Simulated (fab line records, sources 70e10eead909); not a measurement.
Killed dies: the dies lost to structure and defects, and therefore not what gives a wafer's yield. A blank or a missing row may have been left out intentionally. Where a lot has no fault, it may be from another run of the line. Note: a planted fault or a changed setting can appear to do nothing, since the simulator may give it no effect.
A struck lot beside a sound one / flow nand-harc / 12 steps out of a route of 1302
Sound: the wafers L988.1, L988.2, L988.5. The struck wafers were L101.3, L101.5. The cause comes at the end.
Order at every step that has rows: each side's tool, ch and its chambers, its first start. Under that, the readings that differ: sound wafers / struck wafers / difference of the means / sigmas: that difference in standard deviations of wafers without a fault.
alike: words and numbers the same on both sides, and readings whose means are apart by under 2 such deviations; not compared: readings that were withheld, readings missing a value for some wafer, numbers with overlapping values and no deviation given by the record, and bounds like >300 which may hide the same value.
A row with sigmas, a row that says differs or no value, or rows on one side alone: a step with any of these is where the two part. Numbers that don't overlap but have no deviation are shown without sigmas and don't part them. Lack of a reading on every wafer of one side parts them only where that side has two or more wafers.

NHARC_A_SOURCE_PLATE_THK_MEAS_09: measures by ellipsometry.
  sound: film-metro-01 at day 8 17:25; struck: film-metro-02 at day 14 06:28
  alike: thk-nm
then, 3 steps without rows for these wafers: NHARC_A_SOURCE_PLATE_PVD_04 (deposits WSi2, target thk 50 nm); NHARC_A_SOURCE_PLATE_CVD_03 (deposits poly-Si, target thk 200 nm, time 4000 s); NHARC_A_SOURCE_PLATE_ANNEAL_05 (time 1800 s).
NHARC_A_SOURCE_PLATE_THK_MEAS_06: measures by ellipsometry.
  sound: film-metro-02 at day 9 06:27; struck: film-metro-02 at day 14 21:23
  alike: thk-nm
NHARC_A_SOURCE_PLATE_INSPECT_08:
  sound: defect-inspect-01 at day 9 06:32; struck: defect-inspect-02 at day 14 21:28
  alike: raw-defect-count
following that, 1 step holds no rows for these wafers, namely NHARC_A_ONON_D1_DEP_00 (target thickness 1000 nm).
NHARC_A_ONON_D1_THK_MEAS_02: measures by ellipsometry.
  sound: film-metro-02 at day 9 07:07; struck: film-metro-01 at day 14 22:02
  alike: thk-nm
following that, 1 step holds no rows for these wafers, namely NHARC_A_ONON_D1_DEP_03 (target thickness 1000 nm).
NHARC_A_ONON_D1_THK_MEAS_05: measures by ellipsometry.
  sound: film-metro-02 at day 9 07:41; struck: film-metro-01 at day 14 22:35
  alike: thk-nm
NHARC_A_ONON_D1_DEP_06: target thk 1000 nm.
  sound on pecvd-onon-01 ch 0, day 9 07:44; struck on pecvd-onon-02 ch 0, day 14 22:46
  alike: n2-flow-sccm
NHARC_A_ONON_D1_THK_MEAS_08: measures by ellipsometry.
  sound: film-metro-02 at day 9 08:14; struck: film-metro-02 at day 14 23:20
reading=thk-nm (nm); sound=1004 1004 1002; struck=1556 1560; difference=+555; sigmas=+64
  not compared: hold

== WHERE THEY PART ==
Only at NHARC_A_ONON_D1_THK_MEAS_08, within this record.

WHY: what the simulator had put in
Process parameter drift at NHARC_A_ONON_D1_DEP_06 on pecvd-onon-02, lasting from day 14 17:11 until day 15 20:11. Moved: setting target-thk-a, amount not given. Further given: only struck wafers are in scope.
